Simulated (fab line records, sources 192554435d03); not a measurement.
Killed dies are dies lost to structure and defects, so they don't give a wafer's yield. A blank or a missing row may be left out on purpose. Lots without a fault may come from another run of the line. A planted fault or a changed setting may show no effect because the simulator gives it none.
fab line records | flow n5_finfet | part 1 of 2: steps 1 to 23 of 29
record lots=5 wafers=15 last_day=18
route steps=1938 shown BEOL_M6@1257 BEOL_M7@1263
lots that met no fault: from a run of the same line without faults
start_h: hours from the record's first day to the start of the lot's first wafer shown | wait_h: hours since the lot's step before | " the same as in the row above | L1.1+2: a row that stands for several wafers | - no value, or no start given | * or withheld: withheld | < > ~ a bound
route shown NAME@n: a module of which the file shows steps, and the number in the route of the first | usual: mean/standard deviation of fault-free wafers | same: alike in all rows | chamber/n: place in a boat | sites: the reading at each site | _std_site: their standard deviation | _edge_site: outer sites' mean less inner sites' | radius_mm: how far each site lies from the wafer's centre | mask NAME#n: copy n | behind: the tool/chamber that last shaped the wafer | hold: why the lot was held/for how many hours/how that ended | device: the transistor (n, p or np) that didn't switch | end of line: the same wafers' tests at the end of the route | a step without rows: its recipe alone | killed: dies lost to structure and defects at the first sort, not the wafer's yield | map: a wafer's dies, x killed, . not, _ none there
set.NAME: the setting as run; set.NAME@STEP: as run at that earlier step | model.NAME: the simulator's own value behind a step, which no gauge read
lots at some steps of the route; a table a step, a row a wafer
services: from which hour (start_h, from the record's first day; less than 0 if before it) a tool's chamber was out of use, for how many hours, and why
## steps
# step N5_BEOL_M6_CMP_52
# recipe stop_on=SiCOH_lowk t_overpolish_s=6.9 down_force_psi=1 platen_rpm=50 clearing_platen_down_force_psi=1.5 clearing_platen_rpm=50 post_cmp_clean=cu_alkaline target_thk_nm=80 clearing_platen_pad_velocity_m_s=0.99484 pad_velocity_m_s=0.99484
# usual barrier_field_endpoint_s=28.8/0.89 motor_current_A=6.1/0.75 overpolish_run_s=6.901/0.0087 slurry_filter_dp_kPa=13.51/0.13 time_to_endpoint_s=61/4.3
# columns lot.wafer tool chamber start_h wait_h barrier_field_endpoint_s motor_current_A overpolish_run_s slurry_filter_dp_kPa time_to_endpoint_s
L075.1 cmp-01 1 195.73 0.4 27.7 5.0 6.905 13.34 56
L075.3 " 2 " " 28.5 5.6 6.904 13.61 60
L075.4 " 3 " " 29.3 6.5 6.904 13.52 65
L077.1 cmp-02 3 198.89 0.3 28.4 6.0 6.896 13.69 60
L077.5 " 2 " " 28.2 4.7 6.888 13.50 57
L077.6 " 3 " " 28.7 6.3 6.901 13.50 59
L086.3 cmp-03 2 258.41 0.2 28.0 7.4 6.908 13.56 54
L086.1 " 1 " " 28.6 6.8 6.910 13.66 59
L086.5 " 3 " " 28.4 5.9 6.906 13.45 58
L094.4 cmp-01 2 318.19 0.2 28.2 5.5 6.901 13.35 58
L094.5 " 0 " " 30.0 6.8 6.891 13.53 67
L094.6 " 1 " " 27.7 5.6 6.898 13.54 55
L097.1 cmp-01 0 331.65 0.3 30.1 6.9 6.914 13.48 69
L097.3 " 1 " " 27.5 5.4 6.902 13.38 56
L097.6 " 0 " " 30.1 6.6 6.910 13.47 66
# step N5_BEOL_M6_THK_MEAS_53
# recipe thk_meas_gauge=xrf reads=Cu_of_BEOL_M6_ECD_50
# usual M6_THK=77.8/2.5
# columns lot.wafer tool chamber start_h wait_h M6_THK[nm]
L075.1 film_metro-02 - 196.03 - 80.4
L075.3 " - " " 81.8
L075.4 " - " " 77.1
L077.1 film_metro-01 - 199.15 - 77.1
L077.5 " - " " 77.7
L077.6 " - " " 76.9
L086.1 film_metro-01 - 258.71 - 78.7
L086.3 " - " " 78.7
L086.5 " - " " 77.2
L094.4 film_metro-01 - 318.41 - 79.2
L094.5 " - " " 81.8
L094.6 " - " " 73.9
L097.1 film_metro-01 - 331.94 - 79.8
L097.3 " - " " 78.2
L097.6 " - " " 79.5
# step N5_BEOL_M6_PRE_CLEAN_55
# recipe gas=NH3 time_s=15 temp_c=withheld rf_power_w=300
# columns lot.wafer tool chamber start_h wait_h
L075.1+3+4 pecvd-04 0,2,1 196.07 0.0
L077.1+5+6 pecvd-01 2,0,1 199.18 0.0
L086.1+3+5 pecvd-03 2,1,2 258.75 0.0
L094.4+5+6 pecvd-01 0,2,1 318.46 0.0
L097.1+3+6 pecvd-03 0,2,1 331.98 0.0
# step N5_BEOL_M6_DEP_56
# recipe material=SiCN target_thk_a=100 temp_c=withheld precursor=3MS/NH3 pressure_torr=3 rf_w=202 time_s=17.5
# usual showerhead_plenum_p_Torr=3.670/0.011 throttle_valve_pct=9.2/0.54
# columns lot.wafer tool chamber start_h wait_h showerhead_plenum_p_Torr throttle_valve_pct
L075.1 pecvd-04 0 196.09 0.0 3.684 9.9
L075.3 " 2 " " 3.675 9.1
L075.4 " 1 " " 3.674 9.6
L077.1 pecvd-01 2 199.21 0.0 3.671 8.4
L077.5 " 0 " " 3.665 8.7
L077.6 " 1 " " 3.671 9.5
L086.1 pecvd-03 2 258.77 0.0 3.678 8.0
L086.3 " 1 " " 3.668 9.0
L086.5 " 2 " " 3.678 8.2
L094.4 pecvd-01 0 318.49 0.0 3.668 8.6
L094.5 " 2 " " 3.671 8.6
L094.6 " 1 " " 3.666 9.6
L097.1 pecvd-03 0 332.01 0.0 3.678 9.4
L097.3 " 2 " " 3.682 8.2
L097.6 " 1 " " 3.656 9.0
# step N5_BEOL_M6_RS_MEAS_57
# recipe thk_meas_gauge=four-point-probe reads=Cu_of_BEOL_M6_ECD_50+Co_of_BEOL_M6_CVD_78+TaN_of_BEOL_M6_ALD_77
# usual M6_RS=0.294/0.011
# columns lot.wafer tool chamber start_h wait_h M6_RS[ohm/sq]
L075.1 film_metro-02 - 196.17 0.1 0.284
L075.3 " - " " 0.278
L075.4 " - " " 0.296
L077.1 film_metro-01 - 199.28 0.1 0.296
L077.5 " - " " 0.291
L077.6 " - " " 0.295
L086.1 film_metro-01 - 258.84 0.1 0.289
L086.3 " - " " 0.287
L086.5 " - " " 0.296
L094.4 film_metro-02 - 318.54 0.0 0.290
L094.5 " - " " 0.280
L094.6 " - " " 0.315
L097.1 film_metro-01 - 332.08 0.1 0.285
L097.3 " - " " 0.289
L097.6 " - " " 0.287
# step N5_BEOL_M6_INSPECT_58
# recipe inspect_instrument=darkfield mode=post_dep
# usual raw_defect_count=71/25
# columns lot.wafer tool chamber start_h wait_h raw_defect_count
L075.1 defect_inspect-02 - 196.19 0.0 68
L075.3 " - " " 99
L075.4 " - " " 71
L077.1 defect_inspect-02 - 199.30 0.0 47
L077.5 " - " " 35
L077.6 " - " " 37
L086.1 defect_inspect-01 - 258.86 0.0 98
L086.3 " - " " 38
L086.5 " - " " 128
L094.4 defect_inspect-02 - 318.57 0.0 78
L094.5 " - " " 88
L094.6 " - " " 62
L097.1 defect_inspect-01 - 332.10 0.0 47
L097.3 " - " " 61
L097.6 " - " " 32
# step N5_BEOL_M7_ILD_DEP_00
# recipe material=SiCOH_lowk target_thk_a=1797.5 temp_c=300 precursor=DEMS/porogen pressure_torr=5 rf_w=500 time_s=33.4
# usual heater_power_w=350/70 showerhead_plenum_p_Torr=5.744/0.013 throttle_valve_pct=13.9/0.76
# columns lot.wafer tool chamber start_h wait_h heater_power_w showerhead_plenum_p_Torr throttle_valve_pct
L075.1 pecvd-04 1 196.23 0.0 420 5.712 14.4
L075.3 " 0 " " 352 5.763 15.2
L075.4 " 0 " " 347 5.754 14.8
L077.1 pecvd-04 2 199.34 0.0 329 5.752 13.6
L077.5 " 2 " " 339 5.741 13.8
L077.6 " 1 " " 402 5.732 14.8
L086.1 pecvd-04 1 258.90 0.0 358 5.753 14.8
L086.3 " 1 " " 369 5.724 14.6
L086.5 " 1 " " 385 5.739 14.6
L094.4 pecvd-01 0 318.63 0.1 484 5.729 13.2
L094.5 " 2 " " 305 5.757 13.2
L094.6 " 1 " " 319 5.760 14.2
L097.1 pecvd-02 1 332.14 0.0 216 5.758 13.2
L097.3 " 0 " " 390 5.755 13.7
L097.6 " 0 " " 409 5.744 13.9
# step N5_BEOL_M7_CURE_74
# recipe temp_c=385 time_s=240 ambient=He/Ar material=SiCOH_lowk
# usual lamp_power_pct=52.31/0.052 wafer_temp_C_max=386.8/0.59
# columns lot.wafer tool chamber start_h wait_h lamp_power_pct wafer_temp_C_max
L075.1 uv_cure-02 1 196.30 0.0 52.31 385.7
L075.3 " 1 " " 52.31 386.2
L075.4 " 1 " " 52.30 385.6
L077.1 uv_cure-03 1 199.40 0.0 52.29 387.2
L077.5 " 1 " " 52.31 387.4
L077.6 " 1 " " 52.41 388.2
L086.1 uv_cure-02 1 258.99 0.1 52.25 386.0
L086.3 " 1 " " 52.40 386.1
L086.5 " 1 " " 52.26 385.9
L094.4 uv_cure-01 1 318.91 0.3 52.40 386.7
L094.5 " 1 " " 52.34 386.8
L094.6 " 1 " " 52.30 386.7
L097.1 uv_cure-03 0 332.22 0.1 52.28 386.1
L097.3 " 0 " " 52.36 385.7
L097.6 " 0 " " 52.23 386.0
# step N5_BEOL_M7_THK_MEAS_01
# recipe reads=SiCOH_lowk_of_BEOL_M7_ILD_DEP_00
# usual M7_ILD_THK=154.9/2.3
# columns lot.wafer tool chamber start_h wait_h M7_ILD_THK[nm]
L075.1 film_metro-01 - 196.81 0.4 153.9
L075.3 " - " " 152.6
L075.4 " - " " 153.0
L077.1 film_metro-02 - 199.92 0.4 155.0
L077.5 " - " " 158.1
L077.6 " - " " 155.5
L086.1 film_metro-02 - 259.50 0.4 153.0
L086.3 " - " " 154.9
L086.5 " - " " 158.2
L094.4 film_metro-02 - 319.18 0.2 151.7
L094.5 " - " " 155.0
L094.6 " - " " 153.7
L097.1 film_metro-01 - 333.22 0.8 155.0
L097.3 " - " " 155.0
L097.6 " - " " 154.7
# step N5_BEOL_M7_PECVD_70
# recipe material=SiO2 target_thk_a=200 temp_c=400 precursor=TEOS/O2 pressure_torr=5.5 rf_w=450 teos_flow_sccm=53.8 gas=O2 flow_sccm=3000 time_s=22.7
# usual heater_power_w=777/140 showerhead_plenum_p_Torr=8.81/0.039 throttle_valve_pct=22.3/1.3
# columns lot.wafer tool chamber start_h wait_h heater_power_w showerhead_plenum_p_Torr throttle_valve_pct
L075.1 pecvd-04 2 196.85 0.0 640 8.84 22.5
L075.3 " 0 " " 777 8.85 24.5
L075.4 " 2 " " 645 8.80 22.5
L077.1 pecvd-02 0 199.95 0.0 847 8.80 21.9
L077.5 " 1 " " 550 8.86 21.2
L077.6 " 2 " " 810 8.78 20.6
L086.1 pecvd-04 0 259.54 0.0 778 8.84 24.3
L086.3 " 0 " " 778 8.85 24.5
L086.5 " 1 " " 913 8.74 23.5
L094.4 pecvd-04 0 319.24 0.1 751 8.85 24.6
L094.5 " 2 " " 731 8.82 21.3
L094.6 " 1 " " 884 8.73 23.3
L097.1 pecvd-02 0 333.25 0.0 821 8.81 21.9
L097.3 " 1 " " 528 8.83 21.4
L097.6 " 0 " " 818 8.79 22.4
# step N5_BEOL_M7_HM_DEP_02
# recipe material=TiN target_thk_a=200 temp_c=25 chamber_pressure_pa=0.49996
# usual chamber_pressure_pa=0.4999/0.001 throttle_valve_pct=30.6/1.2
# columns lot.wafer tool chamber start_h wait_h chamber_pressure_pa throttle_valve_pct
L075.1 pvd_sputter-03 - 197.61 0.7 0.5004 31.2
L075.3 " - " " 0.4987 31.6
L075.4 " - " " 0.5003 31.3
L077.1 pvd_sputter-02 - 200.18 0.2 0.5006 30.5
L077.5 " - " " 0.5014 30.6
L077.6 " - " " 0.4991 29.0
L086.1 pvd_sputter-02 - 261.28 1.7 0.4985 30.1
L086.3 " - " " 0.4995 30.8
L086.5 " - " " 0.4979 30.2
L094.4 pvd_sputter-03 - 322.80 3.5 0.4996 31.8
L094.5 " - " " 0.5001 31.4
L094.6 " - " " 0.5001 31.5
L097.1 pvd_sputter-03 - 333.70 0.4 0.4997 31.8
L097.3 " - " " 0.4998 31.1
L097.6 " - " " 0.5023 31.2
# step N5_BEOL_M7_COAT_59
# recipe resist=SOC temp_c=250 time_s=60 spin_rpm=1500 resist_thk_nm=100
# usual dispense_pressure_kPa=51.9/1.8
# columns lot.wafer tool chamber start_h wait_h dispense_pressure_kPa
L075.1 litho_track-05 0 197.73 0.1 51.4
L075.3 " 0 " " 51.4
L075.4 " 0 " " 51.4
L077.1 litho_track-02 0 200.30 0.1 49.9
L077.5 " 0 " " 50.0
L077.6 " 0 " " 50.0
L086.1 litho_track-01 0 261.41 0.1 54.5
L086.3 " 0 " " 54.5
L086.5 " 0 " " 54.5
L094.4 litho_track-05 0 322.88 0.0 51.5
L094.5 " 0 " " 51.5
L094.6 " 0 " " 51.5
L097.1 litho_track-01 0 333.83 0.1 54.5
L097.3 " 0 " " 54.5
L097.6 " 0 " " 54.5
# step N5_BEOL_M7_COAT_60
# recipe resist=SiARC temp_c=220 time_s=60 spin_rpm=1500 resist_thk_nm=35
# usual dispense_pressure_kPa=51.8/1.8
# columns lot.wafer tool chamber start_h wait_h dispense_pressure_kPa
L075.1 litho_track-05 0 - - 51.4
L075.3 " 0 " " 51.4
L075.4 " 0 " " 51.3
L077.1 litho_track-02 0 - - 50.0
L077.5 " 0 " " 50.0
L077.6 " 0 " " 49.9
L086.1 litho_track-01 0 - - 54.5
L086.3 " 0 " " 54.5
L086.5 " 0 " " 54.5
L094.4 litho_track-05 0 - - 51.5
L094.5 " 0 " " 51.4
L094.6 " 0 " " 51.4
L097.1 litho_track-01 0 - - 54.5
L097.3 " 0 " " 54.5
L097.6 " 0 " " 54.5
# step N5_BEOL_M7_COAT_05
# recipe resist=CAR-ArF spin_rpm=1500 resist_thk_nm=90
# usual dispense_pressure_kPa=51.8/1.8
# columns lot.wafer tool chamber start_h wait_h dispense_pressure_kPa
L075.1 litho_track-05 0 - - 51.4
L075.3 " 0 " " 51.4
L075.4 " 0 " " 51.4
L077.1 litho_track-02 0 - - 50.0
L077.5 " 0 " " 50.0
L077.6 " 0 " " 50.0
L086.1 litho_track-01 0 - - 54.5
L086.3 " 0 " " 54.5
L086.5 " 0 " " 54.4
L094.4 litho_track-05 0 - - 51.4
L094.5 " 0 " " 51.4
L094.6 " 0 " " 51.4
L097.1 litho_track-01 0 - - 54.5
L097.3 " 0 " " 54.5
L097.6 " 0 " " 54.4
# step N5_BEOL_M7_EBR_07
# recipe solvent=PGMEA ebr_width_mm=1.5
# columns lot.wafer tool chamber start_h wait_h
L075.1+3+4 litho_track-05 0 - -
L077.1+5+6 litho_track-02 0 - -
L086.1+3+5 litho_track-01 0 - -
L094.4+5+6 litho_track-05 0 - -
L097.1+3+6 litho_track-01 0 - -
# step N5_BEOL_M7_SOFTBAKE_06
# recipe temp_c=110 time_s=60 resist=CAR-ArF
# columns lot.wafer tool chamber start_h wait_h
L075.1+3+4 litho_track-05 0 - -
L077.1+5+6 litho_track-02 0 - -
L086.1+3+5 litho_track-01 0 - -
L094.4+5+6 litho_track-05 0 - -
L097.1+3+6 litho_track-01 0 - -
# step N5_BEOL_M7_EXPOSE_08
# recipe mask_id=M7 na=1.35 source_shape=dipole sigma_inner=0.817 sigma_outer=0.97 polarization=te dose_mj=68.25
# usual focus_offset_nm=0.0/0.44
# same sigma_inner=0.817
# columns lot.wafer tool chamber start_h wait_h mask focus_offset_nm
L075.1 arfi_scanner-02 0 197.85 - M7#0 -0.5
L075.3 " 0 " " M7#0 -0.8
L075.4 " 0 " " M7#0 -0.9
L077.1 arfi_scanner-03 0 200.55 - M7#0 0.8
L077.5 " 0 " " M7#0 -0.3
L077.6 " 0 " " M7#0 -0.5
L086.1 arfi_scanner-02 0 261.65 - M7#0 -0.3
L086.3 " 0 " " M7#0 -0.6
L086.5 " 0 " " M7#0 -0.3
L094.4 arfi_scanner-01 0 323.02 - M7#0 0.1
L094.5 " 0 " " M7#0 0.2
L094.6 " 0 " " M7#0 -0.3
L097.1 arfi_scanner-01 0 333.95 - M7#0 -0.8
L097.3 " 0 " " M7#0 -0.4
L097.6 " 0 " " M7#0 0.1
# step N5_BEOL_M7_PEB_09
# recipe peb_temp_c=withheld peb_time_s=60 resist=CAR-ArF
# columns lot.wafer tool chamber start_h wait_h
L075.1+3+4 litho_track-01 0 197.91 0.1
L077.1+5+6 litho_track-05 0 200.61 0.1
L086.1+3+5 litho_track-01 0 261.72 0.1
L094.4+5+6 litho_track-05 0 323.06 0.0
L097.1+3+6 litho_track-02 0 334.01 0.1
# step N5_BEOL_M7_DEVELOP_10
# recipe develop_time_s=30 developer=TMAH resist=CAR-ArF rinse_liquid=diw dry=air_spin dev_temp_c=23
# columns lot.wafer tool chamber start_h wait_h
L075.1+3+4 litho_track-01 0 - -
L077.1+5+6 litho_track-05 0 - -
L086.1+3+5 litho_track-01 0 - -
L094.4+5+6 litho_track-05 0 - -
L097.1+3+6 litho_track-02 0 - -
# step N5_BEOL_M7_CD_MEAS_11
# recipe target_cd_nm=38.5 landing_energy_ev=500 detector=se_inlens polarity=opening
# usual cd_nm=38.5/0.51
# columns lot.wafer tool chamber start_h wait_h cd_nm
L075.1 cd_sem-01 0 197.98 - 37.4
L075.3 " 0 " " 38.3
L075.4 " 0 " " 38.5
L077.1 cd_sem-02 0 200.68 - 39.0
L077.5 " 0 " " 39.1
L077.6 " 0 " " 38.4
L086.1 cd_sem-02 0 261.78 - 39.4
L086.3 " 0 " " 38.0
L086.5 " 0 " " 38.5
L094.4 cd_sem-03 0 323.13 - 38.3
L094.5 " 0 " " 39.4
L094.6 " 0 " " 39.0
L097.1 cd_sem-01 0 334.07 - 38.8
L097.3 " 0 " " 37.6
L097.6 " 0 " " 38.5
# step N5_BEOL_M7_OVL_MEAS_12
# recipe points_per_wafer=44
# usual M7_OVL=-0.1/0.9
# columns lot.wafer tool chamber start_h wait_h M7_OVL[nm]
L075.1 overlay-01 0 198.01 0.0 0.5
L075.3 " 0 " " 1.1
L075.4 " 0 " " 0.7
L077.1 overlay-01 0 200.71 0.0 0.8
L077.5 " 0 " " 0.0
L077.6 " 0 " " 0.6
L086.1 overlay-02 0 261.81 0.0 -0.9
L086.3 " 0 " " -0.7
L086.5 " 0 " " -0.6
L094.4 overlay-02 0 323.16 0.0 -0.3
L094.5 " 0 " " -0.2
L094.6 " 0 " " -0.8
L097.1 overlay-01 0 334.11 0.0 -1.2
L097.3 " 0 " " 0.1
L097.6 " 0 " " -0.6
# step N5_BEOL_M7_INSPECT_13
# recipe mode=adi inspect_instrument=brightfield
# usual raw_defect_count=423/89
# columns lot.wafer tool chamber start_h wait_h raw_defect_count
L075.1 defect_inspect-02 - 198.04 0.0 303
L075.3 " - " " 549
L075.4 " - " " 402
L077.1 defect_inspect-02 - 200.73 0.0 246
L077.5 " - " " 303
L077.6 " - " " 427
L086.1 defect_inspect-02 - 261.84 0.0 397
L086.3 " - " " 321
L086.5 " - " " 474
L094.4 defect_inspect-02 - 323.18 0.0 492
L094.5 " - " " 444
L094.6 " - " " 517
L097.1 defect_inspect-01 - 334.13 0.0 527
L097.3 " - " " 479
L097.6 " - " " 417
# step N5_BEOL_M7_DESCUM_16
# recipe chemistry=O2 time_s=7.9 source_power_w=50 bias_power_w=20 pressure_mtorr=20 rf_frequency_hz=2.712e+07 temp_c=40 resist=CAR-ArF o2_flow_sccm=225
# usual drypump_motor_current_A=5.9/0.47 oes_product_au=0.76/0.087 rf_vpp_V=243.1/1.4 showerhead_plenum_p_Torr=2.08/0.08 throttle_valve_pct=20.5/0.34
# columns lot.wafer tool chamber start_h wait_h drypump_motor_current_A oes_product_au rf_hours_counter_h rf_vpp_V showerhead_plenum_p_Torr throttle_valve_pct
L075.1 rie_diel-03 3 198.09 0.0 5.8 0.78 117 242.7 1.99 19.9
L075.3 " 0 " " 5.8 0.76 161 243.5 2.18 20.9
L075.4 " 2 " " 6.2 0.71 206 244.1 2.12 20.3
L077.1 rie_diel-01 2 202.17 1.4 5.4 0.72 192 244.2 2.20 20.7
L077.5 " 2 " " 5.4 0.72 - 244.9 2.20 20.7
L077.6 " 1 " " 5.5 0.96 - 242.2 2.12 20.2
L086.1 rie_diel-01 2 261.87 0.0 5.4 0.71 210 243.5 2.19 20.8
L086.3 " 3 " " 5.4 0.76 160 242.5 2.08 20.8
L086.5 " 2 " " 5.4 0.71 - 244.3 2.19 20.7
L094.4 rie_diel-01 2 323.21 0.0 5.4 0.69 232 245.4 2.18 20.8
L094.5 " 0 " " 5.5 0.96 - 242.9 2.06 20.4
L094.6 " 3 " " 5.4 0.75 - 243.2 2.08 20.8
L097.1 rie_diel-03 3 334.16 0.0 5.8 0.74 157 242.5 1.98 19.9
L097.3 " 1 " " 6.8 0.65 242 241.6 1.98 20.9
L097.6 " 2 " " 6.2 0.66 - 244.0 2.11 20.4
